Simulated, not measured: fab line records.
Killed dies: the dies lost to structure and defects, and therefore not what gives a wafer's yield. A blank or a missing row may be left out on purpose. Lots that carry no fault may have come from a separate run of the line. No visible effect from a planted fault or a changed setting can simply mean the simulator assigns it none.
Struck lot and sound lot, side by side || flow nandHarc || 41 out of 1302 route steps
Sound: wafers L820.1, L820.2, L820.5. The struck wafers were L824.1, L824.2, L824.5. The cause is named last.
For every step that has rows: the tool of each side, followed by ch and its chambers, followed by its first start. Under that, the readings that differ: sound wafers || struck wafers || difference of the means || sigmas: that difference in standard deviations of wafers without a fault.
alike: readings with means less than 2 such deviations apart, plus words and numbers identical on both sides. not compared: withheld readings, readings lacking a value on some wafer, bounds such as >300 that could conceal the same value, and numbers that have no deviation in the record and whose values overlap.
Wherever a step has rows on one side only, a row that says differs or no value, or a row with sigmas, the two part there. Numbers that don't overlap but have no deviation are shown without sigmas and don't part them. A reading missing from all wafers of one side parts the sides only when that side holds two or more wafers.

first, 5 steps without rows for these wafers: NHARC_A_CONTACT_SOFTBAKE_03 (time 55 s); NHARC_A_CONTACT_EBR_04; NHARC_A_CONTACT_EXPOSE_05 (exposes mask A CC); NHARC_A_CONTACT_PEB_06 (peb time 65 s); NHARC_A_CONTACT_DEVELOP_07 (develop time 35 s).
NHARC_A_CONTACT_CD_MEAS_08 targets a cd of 200 nm.
  sound on cdSem-01 ch 0, day 25 18:43; struck on cdSem-01 ch 0, day 27 11:53
  alike: cdNm
NHARC_A_CONTACT_OVL_MEAS_09:
  sound on overlay-02, day 25 18:49; struck on overlay-02, day 27 11:59
  alike: overlayXNm, overlayYNm
NHARC_A_CONTACT_INSPECT_10:
  sound on defectInspect-01, day 25 18:51; struck on defectInspect-02, day 27 12:01
  alike: rawDefectCount
then, 3 steps without rows for these wafers: NHARC_A_CONTACT_DESCUM_13 (chemistry O2, time 3 s); NHARC_A_CONTACT_ETCH_88 (etches the open film in CF4, target depth 39 nm, time 65 s); NHARC_A_CONTACT_ETCH_89 (etches the open film in N2/H2, target depth 260 nm, time 475.3 s).
NHARC_A_CONTACT_ETCH_30: etches the open film in CF4/CHF3, target depth 72.6 nm, time 36.3 s.
  sound on rieDiel-11 ch 2,3; struck on rieDiel-11 ch 1,3
  alike: drypumpMotorCurrentA, oesProductAu, rfVppV, showerheadPlenumPTorr, throttleValvePct
  not compared: rfHoursCounterH
NHARC_A_CONTACT_ETCH_31: etches the open film in O2/COS, target depth 2800 nm, time 728 s.
  sound on rieDiel-11 ch 0,1,2, day 25 19:37; struck on rieDiel-11 ch 0,3, day 27 12:43
  alike: drypumpMotorCurrentA, oesProductAu, rfVppV, showerheadPlenumPTorr, throttleValvePct
  not compared: rfHoursCounterH
NHARC_A_CONTACT_ETCH_134: etches the open film in C4F8/O2/Ar, time 140 s, target depth 700 nm.
  sound on harCapEtch-02 ch 0,1, day 25 20:02; struck on harCapEtch-02 ch 0,1, day 27 13:11
  not compared: rfHoursCounterH
then, 6 steps without rows for these wafers: NHARC_A_CONTACT_ETCH_135 (etches the open film in C4F8/O2/Ar, time 311 s, target depth 1912 nm); NHARC_A_CONTACT_ETCH_136 (etches the open film in C4F8/O2/Ar, time 311 s, target depth 1912 nm); NHARC_A_CONTACT_ETCH_137 (etches the open film in C4F8/O2/Ar, time 311 s, target depth 1912 nm); NHARC_A_CONTACT_ETCH_138 (etches the open film in C4F8/O2/Ar, time 311 s, target depth 1914 nm); NHARC_A_CONTACT_ETCH_139 (etches the open film in C4F8/O2/Ar, time 195 s, target depth 840 nm); NHARC_A_CONTACT_ETCH_92 (etches the open film in CH3F/O2, target depth 40 nm, time 85.7 s).
NHARC_A_CONTACT_ETCH_98: etches the open film in C4F6/O2, target depth 20 nm, time 10 s.
  sound on rieDiel-03 ch 0,1,2; struck on rieDiel-11 ch 0,1,3
  alike: drypumpMotorCurrentA, oesProductAu, rfVppV, showerheadPlenumPTorr, throttleValvePct
  not compared: rfHoursCounterH
NHARC_A_CONTACT_CD_MEAS_15:
  sound on cdSem-02, day 25 22:05; struck on cdSem-02, day 27 15:16
  alike: cdNm
then, 3 steps without rows for these wafers: NHARC_A_CONTACT_STRIP_107 (strips in N2/H2); NHARC_A_CONTACT_STRIP_108 (strips in CF4/CHF3); NHARC_A_CONTACT_STRIP_109 (strips in O2/COS).
NHARC_A_CONTACT_ETCH_110: etches the open film in CF4/O2, target depth 60 nm, overetch 6 nm, time 33 s.
  sound on rieDiel-11 ch 0,1, day 25 22:23; struck on rieDiel-08 ch 0,1,3, day 27 15:33
  alike: drypumpMotorCurrentA, oesProductAu, rfVppV, showerheadPlenumPTorr, throttleValvePct
  not compared: rfHoursCounterH
then, 3 steps without rows for these wafers: NHARC_A_CONTACT_STRIP_26 (strips in O2); NHARC_A_CONTACT_STRIP_27 (strips in post etch residue remover, time 600 s); NHARC_A_CONTACT_ALD_18 (deposits TiN, target thk 3 nm, pulse time 1 s, ald cycles 150).
NHARC_A_CONTACT_CVD_19: deposits W, target thk 300 nm, time 802 s.
  sound on cvdW-02 ch 0,1; struck on cvdW-01 ch 0,1
  alike: heaterPowerW, throttleValvePct
then, 10 steps without rows for these wafers: NHARC_A_CONTACT_CMP_20 (polishes, t overpolish 30 s, target thk 300 nm); NHARC_A_CONTACT_SRD_22; NHARC_A_BLC_DEHYDRATE_00 (time 120 s); NHARC_A_BLC_HMDS_01 (time 30 s); NHARC_A_BLC_COAT_02 (time 75 s); NHARC_A_BLC_COAT_03 (time 65 s); NHARC_A_BLC_COAT_04 (resist thk 90 nm); NHARC_A_BLC_SOFTBAKE_05 (time 55 s); NHARC_A_BLC_EBR_06; NHARC_A_BLC_EXPOSE_07 (exposes mask A BLC, target cd 100 nm).
-- record jumps: 2 days between struck wafers' starts before vs after; left off in module A_BLC, resumes in module END, first step shown is number 1302 of the route --
NHARC_END_SORT_01:
  only the struck wafers appear in the record here, on prober-01 ch 0 at day 29 17:27; the sound ones have no rows

WHERE THEY PART
NHARC_END_SORT_01 only, going by this record.

WHY: the cause the simulator had injected
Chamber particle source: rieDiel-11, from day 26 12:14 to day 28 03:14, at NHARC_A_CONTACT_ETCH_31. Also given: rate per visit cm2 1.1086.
